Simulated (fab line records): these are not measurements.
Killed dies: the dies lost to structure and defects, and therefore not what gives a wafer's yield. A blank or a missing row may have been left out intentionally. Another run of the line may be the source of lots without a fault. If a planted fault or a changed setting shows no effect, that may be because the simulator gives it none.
fab line records    flow nandHarc
record: lots: 6  wafers: 17  lastDay: 24
route steps=1159 shown P_GATE@157 END@1159
lots with no fault: from the same line, run without faults
startH: hours from the record's first day to the start of the lot's first wafer shown    waitH: time in hours since the lot's previous step    " same as the row above    L1.1+2: a row that stands for several wafers    - either no value or no given start    * or withheld: withheld    < > ~ a bound
route shown NAME@n: NAME is a module with steps in the file, n the number in the route of the first one    usual: mean and standard deviation over wafers with no fault    same: alike in all rows    chamber/n: place in a boat    sites: the reading at each site    _std_site: how widely they spread, as a standard deviation    _edge_site: the outer-site mean with the inner-site mean subtracted    radiusMm: for every site, how far away it sits from the centre of the wafer    mask NAME#n: copy n    behind: the last tool/chamber to shape the wafer    hold: why the lot went on hold/how many hours it stayed there/how the hold came to an end    device: the transistor (n, p or np) that didn't switch    end of line: tests of these same wafers at the route's end    a step without rows: its recipe alone    killed: the dies lost at the first sort to structure and to defects; this is not the yield of the wafer    map: shows each die of a wafer: x if killed, . if not, _ if none is there
set.NAME: the setting as run; set.NAME@STEP: as run at that earlier step    model.NAME: the simulator's own value behind a step, which no gauge read
lots seen at some steps along the route; tables by step, rows by wafer
services: the hour from which a tool's chamber was out of use, counted from the record's first day as startH (under 0 if before that day), plus the number of hours and why
== steps ==
step: NHARC_P_GATE_STRIP_101
recipe: timeS: 20  o2FlowSccm: 500  arFlowSccm: 0  biasW: 0  chemistry: O2
usual: drypumpMotorCurrentA: 5.6/0.55  oesProductAu: 1.000/0.0083  rfVppV: 57.9/0.91  showerheadPlenumPTorr: 3.53/0.11  throttleValvePct: 17.037/0.0096
same: biasW: 0
lot.wafer  tool        chamber  startH  waitH  drypumpMotorCurrentA  oesProductAu  rfHoursCounterH  rfVppV  showerheadPlenumPTorr  throttleValvePct
L556.4     rieDiel-03  0        101.24  0.1    5.6                   1.010         21               59.7    3.70                   17.034
L556.6     "           2        "       "      5.7                   0.991         -                59.7    3.74                   17.029
L556.5     "           3        "       "      6.8                   1.010         -                58.2    3.52                   17.049
L558.4     rieDiel-03  3        107.51  0.1    6.8                   1.000         21               58.2    3.52                   17.046
L558.5     "           0        "       "      5.6                   0.988         -                58.6    3.70                   17.039
L558.6     "           1        "       "      4.9                   1.004         -                58.4    3.66                   17.052
L565.3     rieDiel-11  2        155.83  0.1    5.6                   1.008         51               58.5    3.36                   17.034
L565.2     "           3        "       "      5.4                   1.017         50               57.4    3.43                   17.047
L565.4     "           0        "       "      6.1                   0.993         39               58.6    3.49                   17.026
L573.2     rieDiel-11  1        204.39  0.1    6.4                   1.001         1                58.0    3.64                   17.056
L573.5     "           2        "       "      5.6                   1.001         -                58.1    3.35                   17.019
L574.3     rieDiel-02  1        207.96  0.1    5.4                   1.003         10               57.6    3.49                   17.050
L574.5     "           0        "       "      4.7                   0.991         -                57.5    3.64                   17.043
L574.6     "           1        "       "      5.3                   0.993         -                58.1    3.49                   17.035
L578.3     rieDiel-03  3        233.96  0.1    6.8                   1.007         3                58.1    3.50                   17.020
L578.2     "           0        "       "      5.6                   1.018         3                60.5    3.68                   17.026
L578.4     "           1        "       "      4.9                   0.987         5                58.2    3.64                   17.031
step: NHARC_P_GATE_PRECLEAN_97
recipe: timeS: 600  tempC: 120  chemistry: SPM
step: NHARC_P_GATE_SRD_98
step: NHARC_P_GATE_PRECLEAN_99
recipe: timeS: *  tempC: 50  bathAgeMin: 0  chemistry: SC1
step: NHARC_P_GATE_SRD_100
step: NHARC_P_GATE_DEHYDRATE_38
recipe: tempC: 150  timeS: 120
step: NHARC_P_GATE_HMDS_39
recipe: timeS: 30
step: NHARC_P_GATE_COAT_40
recipe: spinRpm: 3000
step: NHARC_P_GATE_SOFTBAKE_41
recipe: tempC: 122  timeS: 95
step: NHARC_P_GATE_EBR_42
step: NHARC_P_GATE_EXPOSE_43
recipe: na: 0.6  targetCdNm: 720  doseMj: 14.81  maskId: P_NSD
step: NHARC_P_GATE_PEB_44
recipe: pebTempC: 118  pebTimeS: 85
step: NHARC_P_GATE_DEVELOP_45
recipe: timeS: 70
lot.wafer   tool           chamber  startH  waitH
L556.4+5+6  lithoTrack-02  0        101     -
L558.4+5+6  lithoTrack-07  0        108     -
L565.2+3+4  lithoTrack-02  0        156     -
L573.2+5    lithoTrack-02  0        205     -
L574.3+5+6  lithoTrack-02  0        208     -
L578.2+3+4  lithoTrack-05  0        234     -
step: NHARC_P_GATE_HARDBAKE_47
recipe: tempC: 125  timeS: 80
step: NHARC_P_GATE_DESCUM_48
recipe: timeS: 3  o2FlowSccm: 200  arFlowSccm: 0  biasPowerW: 0  chemistry: O2
usual: drypumpMotorCurrentA: 5.6/0.56  oesProductAu: 0.999/0.0087  rfVppV: 57.8/0.86  showerheadPlenumPTorr: 1.93/0.065  throttleValvePct: 11.310/0.0092
lot.wafer  tool        chamber  startH  waitH  drypumpMotorCurrentA  oesProductAu  rfHoursCounterH  rfVppV  showerheadPlenumPTorr  throttleValvePct  model.P_GATE.cdNm
L556.4     rieDiel-03  2        102.21  -      5.6                   1.002         21               57.2    2.04                   11.318            719.1
L556.5     "           1        "       "      4.9                   1.010         -                58.8    1.99                   11.313            720.9
L556.6     "           2        "       "      5.6                   0.992         -                58.1    2.04                   11.304            719.1
L558.4     rieDiel-11  2        108.61  -      5.6                   1.009         35               57.9    1.82                   11.310            722.5
L558.5     "           0        "       "      6.1                   0.990         -                57.2    1.90                   11.305            720.7
L558.6     "           1        "       "      6.4                   1.001         -                58.2    1.98                   11.318            720.3
L565.3     rieDiel-03  2        156.79  -      5.6                   0.989         39               58.7    2.03                   11.299            719.2
L565.2     "           3        "       "      6.7                   0.998         38               56.7    1.90                   11.302            719
L565.4     "           0        "       "      5.6                   0.996         37               57.6    2.01                   11.311            718.1
L573.2     rieDiel-03  0        205.49  -      5.6                   0.999         53               57.3    2.01                   11.323            718.8
L573.5     "           3        "       "      6.8                   1.017         -                57.7    1.90                   11.302            118.2
L574.3     rieDiel-03  0        209.10  -      5.6                   1.006         55               58.1    2.01                   11.318            119.4
L574.5     "           2        "       "      5.6                   0.993         -                58.9    2.03                   11.316            121.3
L574.6     "           3        "       "      6.7                   1.021         -                59.4    1.90                   11.303            718.8
L578.3     rieDiel-02  2        235.04  -      5.4                   1.002         13               58.6    1.89                   11.298            720.4
L578.2     "           3        "       "      5.7                   0.993         14               59.0    1.85                   11.316            720
L578.4     "           0        "       "      4.7                   1.004         15               57.2    1.98                   11.315            719.9
step: NHARC_P_GATE_IMPLANT_49
recipe: energyKev: 30  doseCm2: 3e+15  tiltDeg: 7
step: NHARC_P_GATE_STRIP_111
recipe: powerW: 1500  tempC: 110  timeS: 250  chemistry: N2/H2
usual: drypumpMotorCurrentA: 5.81/0.27  heaterPowerW: 89/12
lot.wafer  tool            chamber  startH  waitH  drypumpMotorCurrentA  heaterPowerW  rfHoursCounterH
L556.4     plasmaAsher-02  1        103.12  0.7    5.61                  87            -
L556.5     "               1        "       "      5.59                  90            -
L556.6     "               0        "       "      5.96                  101           -
L558.4     plasmaAsher-01  0        109.05  0.2    5.50                  102           -
L558.5     "               0        "       "      5.52                  104           -
L558.6     "               1        "       "      6.15                  69            -
L565.2     plasmaAsher-01  1        157.21  0.2    6.20                  69            17
L565.4     "               0        "       "      5.53                  105           -
L565.3     "               1        "       "      6.19                  68            -
L573.2     plasmaAsher-02  0        205.90  0.2    5.97                  93            5
L573.5     "               0        "       "      5.95                  95            -
L574.3     plasmaAsher-02  0        210.31  1.0    5.96                  94            -
L574.6     "               1        "       "      5.57                  90            -
L574.5     "               0        "       "      5.93                  95            -
L578.2     plasmaAsher-02  1        235.49  0.2    5.53                  90            17
L578.3     "               0        "       "      5.95                  92            -
L578.4     "               1        "       "      5.56                  88            -
step: NHARC_P_GATE_STRIP_75
recipe: powerW: 1500  tempC: 250  chemistry: O2
usual: drypumpMotorCurrentA: 5.81/0.26  heaterPowerW: 332/45
lot.wafer  tool            chamber  startH  waitH  drypumpMotorCurrentA  heaterPowerW  rfHoursCounterH
L556.4     plasmaAsher-02  1        103.35  0.2    5.62                  341           -
L556.5     "               1        "       "      5.63                  332           -
L556.6     "               0        "       "      5.96                  368           -
L558.4     plasmaAsher-01  0        109.27  0.2    5.53                  388           -
L558.5     "               0        "       "      5.53                  378           -
L558.6     "               1        "       "      6.13                  255           -
L565.2     plasmaAsher-01  1        157.47  0.2    6.17                  259           18
L565.4     "               0        "       "      5.50                  381           -
L565.3     "               1        "       "      6.18                  259           -
L573.2     plasmaAsher-02  0        206.16  0.2    5.97                  342           5
L573.5     "               0        "       "      5.97                  351           -
L574.3     plasmaAsher-02  0        210.49  0.1    5.97                  359           -
L574.6     "               1        "       "      5.57                  334           -
L574.5     "               0        "       "      5.98                  344           -
L578.2     plasmaAsher-02  1        235.75  0.2    5.57                  336           17
L578.3     "               0        "       "      5.96                  348           -
L578.4     "               1        "       "      5.59                  332           -
step: NHARC_P_GATE_STRIP_50
recipe: timeS: 900  tempC: 130  chemistry: SPM
step: NHARC_P_GATE_DEHYDRATE_51
recipe: tempC: 150  timeS: 120
step: NHARC_P_GATE_HMDS_52
recipe: timeS: 30
step: NHARC_P_GATE_COAT_53
recipe: spinRpm: 3000
step: NHARC_P_GATE_SOFTBAKE_54
recipe: tempC: 122  timeS: 95
step: NHARC_P_GATE_EBR_55
step: NHARC_P_GATE_EXPOSE_56
recipe: na: 0.6  targetCdNm: 720  doseMj: 14.81  maskId: P_PSD
step: NHARC_P_GATE_PEB_57
recipe: pebTempC: 118  pebTimeS: 85
step: NHARC_P_GATE_DEVELOP_58
recipe: timeS: 70
step: NHARC_P_GATE_HARDBAKE_60
recipe: tempC: 125  timeS: 80
step: NHARC_P_GATE_DESCUM_61
recipe: timeS: 3  o2FlowSccm: 200  arFlowSccm: 0  biasPowerW: 0  chemistry: O2
step: NHARC_P_GATE_IMPLANT_62
recipe: energyKev: 20  doseCm2: 3e+15  tiltDeg: 7
step: NHARC_P_GATE_STRIP_112
recipe: powerW: 1500  tempC: 110  timeS: 200  chemistry: N2/H2
usual: drypumpMotorCurrentA: 5.81/0.27  heaterPowerW: 89/13
lot.wafer  tool            chamber  startH  waitH  drypumpMotorCurrentA  heaterPowerW  rfHoursCounterH
L556.4     plasmaAsher-02  1        104.91  0.2    5.61                  91            -
L556.5     "               0        "       "      5.95                  96            -
L556.6     "               1        "       "      5.58                  88            -
L558.4     plasmaAsher-02  1        110.66  0.2    5.61                  87            -
L558.6     "               1        "       "      5.60                  89            -
L558.5     "               0        "       "      5.94                  97            -
L565.2     plasmaAsher-02  0        158.83  0.2    5.97                  95            48
L565.4     "               1        "       "      5.58                  90            -
L565.3     "               0        "       "      5.95                  99            -
L573.2     plasmaAsher-02  1        207.52  0.2    5.62                  88            6
L573.5     "               0        "       "      5.92                  92            -
L574.3     plasmaAsher-02  1        212.02  0.2    5.59                  88            -
L574.6     "               1        "       "      5.61                  90            -
L574.5     "               0        "       "      5.96                  92            -
L578.2     plasmaAsher-01  0        237.08  0.2    5.50                  101           42
L578.3     "               0        "       "      5.54                  102           -
L578.4     "               1        "       "      6.17                  69            -
step: NHARC_P_GATE_STRIP_76
recipe: powerW: 1500  tempC: 250  chemistry: O2
usual: drypumpMotorCurrentA: 5.81/0.27  heaterPowerW: 332/48
lot.wafer  tool            chamber  startH  waitH  drypumpMotorCurrentA  heaterPowerW  rfHoursCounterH
L556.4     plasmaAsher-02  1        105.08  0.1    5.59                  345           -
L556.5     "               0        "       "      5.94                  358           -
L556.6     "               1        "       "      5.62                  335           -
L558.4     plasmaAsher-02  1        110.86  0.2    5.59                  333           -
L558.6     "               1        "       "      5.58                  342           -
L558.5     "               0        "       "      5.92                  373           -
L565.2     plasmaAsher-02  0        159.06  0.2    5.95                  362           48
L565.4     "               1        "       "      5.60                  338           -
L565.3     "               0        "       "      5.96                  372           -
L573.2     plasmaAsher-02  1        207.75  0.2    5.60                  339           6
L573.5     "               0        "       "      5.96                  350           -
L574.3     plasmaAsher-02  1        212.21  0.2    5.60                  337           -
L574.6     "               1        "       "      5.57                  328           -
L574.5     "               0        "       "      5.92                  349           -
L578.2     plasmaAsher-01  0        237.34  0.2    5.53                  375           43
L578.3     "               0        "       "      5.55                  380           -
L578.4     "               1        "       "      6.18                  254           -
step: NHARC_P_GATE_STRIP_63
recipe: timeS: 900  tempC: 130  chemistry: SPM
step: NHARC_P_GATE_DEHYDRATE_83
recipe: tempC: 150  timeS: 120
step: NHARC_P_GATE_HMDS_84
recipe: timeS: 30
step: NHARC_P_GATE_COAT_85
recipe: spinRpm: 3000
step: NHARC_P_GATE_SOFTBAKE_86
recipe: tempC: 122  timeS: 95
step: NHARC_P_GATE_EBR_87
step: NHARC_P_GATE_EXPOSE_88
recipe: na: 0.6  targetCdNm: 2000  doseMj: 11.87  maskId: P_HVN
step: NHARC_P_GATE_PEB_89
recipe: pebTempC: 118  pebTimeS: 85
step: NHARC_P_GATE_DESCUM_93
recipe: timeS: 3  o2FlowSccm: 200  arFlowSccm: 0  biasPowerW: 0  chemistry: O2
usual: drypumpMotorCurrentA: 5.6/0.59  oesProductAu: 1.002/0.0086  rfVppV: 57.8/0.82  showerheadPlenumPTorr: 1.93/0.066  throttleValvePct: 11.311/0.009
lot.wafer  tool        chamber  startH  waitH  drypumpMotorCurrentA  oesProductAu  rfHoursCounterH  rfVppV  showerheadPlenumPTorr  throttleValvePct  model.P_GATE.cdNm
L556.5     rieDiel-02  1        106.17  -      5.3                   1.014         -                59.3    1.90                   11.314            2000
L556.6     "           3        "       "      5.7                   1.012         -                58.5    1.86                   11.305            2001
L556.4     "           0        "       "      4.7                   1.007         -                58.5    1.98                   11.318            1998
L558.4     rieDiel-11  3        111.82  -      5.4                   1.004         35               57.0    1.86                   11.311            1997
L558.5     "           1        "       "      6.4                   1.010         -                59.7    1.98                   11.318            1999
L558.6     "           2        "       "      5.6                   1.014         -                59.0    1.82                   11.302            1999
L565.3     rieDiel-02  0        160.15  -      4.7                   0.998         0                57.7    1.98                   11.317            1996
L565.4     "           1        "       "      5.4                   0.998         0                56.2    1.90                   11.320            1997
L565.2     "           2        "       "      5.3                   0.998         0                56.6    1.90                   11.301            1997
L573.2     rieDiel-03  1        208.75  -      4.9                   0.998         60               57.9    1.98                   11.320            1999
L573.5     "           3        "       "      6.8                   1.016         -                57.0    1.90                   11.296            118.2
L574.3     rieDiel-11  2        213.17  -      5.6                   0.995         3                57.1    1.81                   11.311            119.4
L574.6     "           0        "       "      6.1                   0.978         -                58.7    1.89                   11.318            1997
L574.5     "           1        "       "      6.3                   0.999         -                57.7    1.98                   11.325            121.3
L578.4     rieDiel-02  1        238.42  -      5.3                   1.004         15               57.2    1.89                   11.305            2002
L578.3     "           3        "       "      5.7                   1.000         14               56.6    1.85                   11.310            2002
L578.2     "           0        "       "      4.7                   0.998         15               57.3    1.98                   11.306            2001
step: NHARC_END_SORT_01
recipe: tempC: 25
usual: killedAtArray: 26/10  killedAtOther: 0.5/0.87  killedAtPeriphery: 3.0/2.5  killedDies: 29/11  killedOpen: 3.3/1.9  killedShort: 1.8/1.5
same: grossDies: 677
lot.wafer  tool       chamber  startH  waitH  killedAtArray  killedAtOther  killedAtPeriphery  killedDies  killedOpen  killedShort
L565.2     prober-01  0        492.10  2.8    30             0              2                  32          5           1
L565.3     prober-01  0        492.89  3.1    26             0              0                  26          3           2
L565.4     prober-01  0        493.68  3.4    22             0              1                  23          1           1
L574.3     prober-02  0        543.55  3.1    28             0              649                677         4           2
L574.5     prober-02  0        545.14  3.7    29             0              648                677         4           3
L573.5     prober-01  0        561.09  3.7    34             0              643                677         3           1
killed by level:class
L565.2 A_CHANNEL_HOLE_D1:chamberFilmFlake=7 A_SLIT:chamberFilmFlake=7 A_CONTACT:chamberFilmFlake=7 A_ONON_D1:geometricParticle:open=3 P_CONTACT:geometricParticle:open=1 A_SOURCE_PLATE:geometricParticle:open=1 A_CONTACT:geometricParticle:short=1 P_GATE:chamberFilmFlake=1
L565.3 A_CHANNEL_HOLE_D1:chamberFilmFlake=7 A_SLIT:chamberFilmFlake=7 A_STAIRCASE:chamberFilmFlake=2 A_WL_FILL:geometricParticle:open=2 A_WL_FILL:chamberFilmFlake=2 A_CONTACT:chamberFilmFlake=2 A_ONON_D1:geometricParticle:short=1 A_CHANNEL_FILL_D1:geometricParticle:open=1
L565.4 A_SLIT:chamberFilmFlake=14 A_CHANNEL_HOLE_D1:chamberFilmFlake=3 A_WL_FILL:chamberFilmFlake=2 A_CHANNEL_HOLE_D1:geometricParticle:short=1 A_CHANNEL_FILL_D1:geometricParticle:open=1 P_GATE:chamberFilmFlake=1 A_STAIRCASE:chamberFilmFlake=1
L574.3 P_GATE:areaDevelop=646 A_SLIT:chamberFilmFlake=12 A_CHANNEL_HOLE_D1:chamberFilmFlake=6 A_STAIRCASE:chamberFilmFlake=4 A_CONTACT:geometricParticle:open=2 P_GATE:chamberFilmFlake=2 P_GATE:geometricParticle:open=1 A_CHANNEL_FILL_D1:geometricParticle:short=1
L574.5 P_GATE:areaDevelop=644 A_SLIT:chamberFilmFlake=13 A_CHANNEL_HOLE_D1:chamberFilmFlake=7 A_STAIRCASE:chamberFilmFlake=4 P_M1:geometricParticle:open=2 P_M0:geometricParticle:short=1 P_M2:geometricParticle:open=1 A_ONON_D1:geometricParticle:short=1
L573.5 P_GATE:areaDevelop=640 A_CHANNEL_HOLE_D1:chamberFilmFlake=21 A_STAIRCASE:chamberFilmFlake=5 A_CONTACT:chamberFilmFlake=5 P_STI:chamberFilmFlake=2 P_GATE:geometricParticle:open=1 A_SOURCE_PLATE:geometricParticle:short=1 A_CHANNEL_FILL_D1:geometricParticle:open=1
map L573.5 (x killed, . not)
____________x____________
_________xxxxxxx_________
_______xxxxxxxxxxx_______
______xxxxxxxxxxxxx______
_____xxxxxxxxxxxxxxx_____
____xxxxxxxxxxxxxxxxx____
____xxxxxxxxxxxxxxxxx____
___xxxxxxxxxxxxxxxxxxx___
___xxxxxxxxxxxxxxxxxxx___
__xxxxxxxxxxxxxxxxxxxxx__
__xxxxxxxxxxxxxxxxxxxxx__
_xxxxxxxxxxxxxxxxxxxxxxx_
_xxxxxxxxxxxxxxxxxxxxxxx_
_xxxxxxxxxxxxxxxxxxxxxxx_
_xxxxxxxxxxxxxxxxxxxxxxx_
_xxxxxxxxxxxxxxxxxxxxxxx_
xxxxxxxxxxxxxxxxxxxxxxxxx
xxxxxxxxxxxxxxxxxxxxxxxxx
xxxxxxxxxxxxxxxxxxxxxxxxx
xxxxxxxxxxxxxxxxxxxxxxxxx
xxxxxxxxxxxxxxxxxxxxxxxxx
_xxxxxxxxxxxxxxxxxxxxxxx_
_xxxxxxxxxxxxxxxxxxxxxxx_
_xxxxxxxxxxxxxxxxxxxxxxx_
_xxxxxxxxxxxxxxxxxxxxxxx_
_xxxxxxxxxxxxxxxxxxxxxxx_
__xxxxxxxxxxxxxxxxxxxxx__
__xxxxxxxxxxxxxxxxxxxxx__
___xxxxxxxxxxxxxxxxxxx___
___xxxxxxxxxxxxxxxxxxx___
____xxxxxxxxxxxxxxxxx____
____xxxxxxxxxxxxxxxxx____
_____xxxxxxxxxxxxxxx_____
______xxxxxxxxxxxxx______
_______xxxxxxxxxxx_______
_________xxxxxxx_________
____________x____________
map L574.3 (x killed, . not)
____________x____________
_________xxxxxxx_________
_______xxxxxxxxxxx_______
______xxxxxxxxxxxxx______
_____xxxxxxxxxxxxxxx_____
____xxxxxxxxxxxxxxxxx____
____xxxxxxxxxxxxxxxxx____
___xxxxxxxxxxxxxxxxxxx___
___xxxxxxxxxxxxxxxxxxx___
__xxxxxxxxxxxxxxxxxxxxx__
__xxxxxxxxxxxxxxxxxxxxx__
_xxxxxxxxxxxxxxxxxxxxxxx_
_xxxxxxxxxxxxxxxxxxxxxxx_
_xxxxxxxxxxxxxxxxxxxxxxx_
_xxxxxxxxxxxxxxxxxxxxxxx_
_xxxxxxxxxxxxxxxxxxxxxxx_
xxxxxxxxxxxxxxxxxxxxxxxxx
xxxxxxxxxxxxxxxxxxxxxxxxx
xxxxxxxxxxxxxxxxxxxxxxxxx
xxxxxxxxxxxxxxxxxxxxxxxxx
xxxxxxxxxxxxxxxxxxxxxxxxx
_xxxxxxxxxxxxxxxxxxxxxxx_
_xxxxxxxxxxxxxxxxxxxxxxx_
_xxxxxxxxxxxxxxxxxxxxxxx_
_xxxxxxxxxxxxxxxxxxxxxxx_
_xxxxxxxxxxxxxxxxxxxxxxx_
__xxxxxxxxxxxxxxxxxxxxx__
__xxxxxxxxxxxxxxxxxxxxx__
___xxxxxxxxxxxxxxxxxxx___
___xxxxxxxxxxxxxxxxxxx___
____xxxxxxxxxxxxxxxxx____
____xxxxxxxxxxxxxxxxx____
_____xxxxxxxxxxxxxxx_____
______xxxxxxxxxxxxx______
_______xxxxxxxxxxx_______
_________xxxxxxx_________
____________x____________
== services ==
tool            chamber  startH  hours  kind
rieDiel-11      0        85.66   21.6   repair
rieDiel-11      3        86.57   2.1    repair
rieDiel-02      2        95.94   13.9   repair
rieDiel-03      0        96.57   -      clean
plasmaAsher-01  -        99.00   9.0    pm
rieDiel-03      2        125.38  6.1    repair
rieDiel-03      -        129.29  0.2    repair
plasmaAsher-02  -        133.31  0.3    repair
rieDiel-03      0        140.09  5.1    repair
rieDiel-02      3        144.75  8.2    repair
rieDiel-02      -        150.70  9.0    pm
lithoTrack-02   -        165.00  7.0    pm
rieDiel-03      2        175.48  10.4   repair
plasmaAsher-02  -        183.00  9.0    pm
plasmaAsher-02  0        183.00  9.0    ventCycle
plasmaAsher-02  1        183.00  9.0    ventCycle
rieDiel-02      3        184.48  4.1    repair
rieDiel-02      2        186.18  7.2    repair
lithoTrack-07   -        189.00  7.0    pm
rieDiel-11      -        189.50  9.0    pm
plasmaAsher-02  0        192.00  -      clean
plasmaAsher-02  1        192.00  -      clean
rieDiel-03      -        215.46  9.0    pm
lithoTrack-05   -        237.02  7.0    pm
== key ==
firstSign: step: NHARC_END_SORT_01  reading: killedAtPeriphery  direction: up  sigmas: 99+  usual: 3.0  struck: 646.7
effect: step: NHARC_END_SORT_01  reading: killedDies  direction: up  sigmas: 61  usual: 29  struck: 677
modelEffect: step: NHARC_P_GATE_DESCUM_48  value: P_GATE.cdNm  without: 720.4  struck: 119.6
modelEffect: step: NHARC_P_GATE_DESCUM_93  value: P_GATE.cdNm  without: 1998  struck: 119.6
moreKillsBornAt: NHARC_P_GATE_DEVELOP_45@lithoTrack-02: 1930
metAt NHARC_P_GATE_DEVELOP_45
struckWafers L573.5,L574.3,L574.5
laterRowsLeftOut L573.5,L574.3,L574.5
testerLeftOut L573,L574
onsetBetween 156 205
fault: kind: processParameterDrift  tool: lithoTrack-02  chamber: -  onsetH: 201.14  steps: NHARC_P_GATE_DEVELOP_45  channel: timeS  offset: *  shape: step  endH: 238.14  scope: struckWafersOnly  actsIn: *  stated: *
testerLeftOut: of these lots the tester's yield and bins aren't shown, on N5 and GAA mostly nor the transistor test; their killed dies are dies lost to structure and defects alone, not to doping, threshold or leakage, so they don't give the yield
laterRowsLeftOut: the simulator's readings of these wafers behind a module that went badly wrong aren't trusted and aren't shown, but for the sort
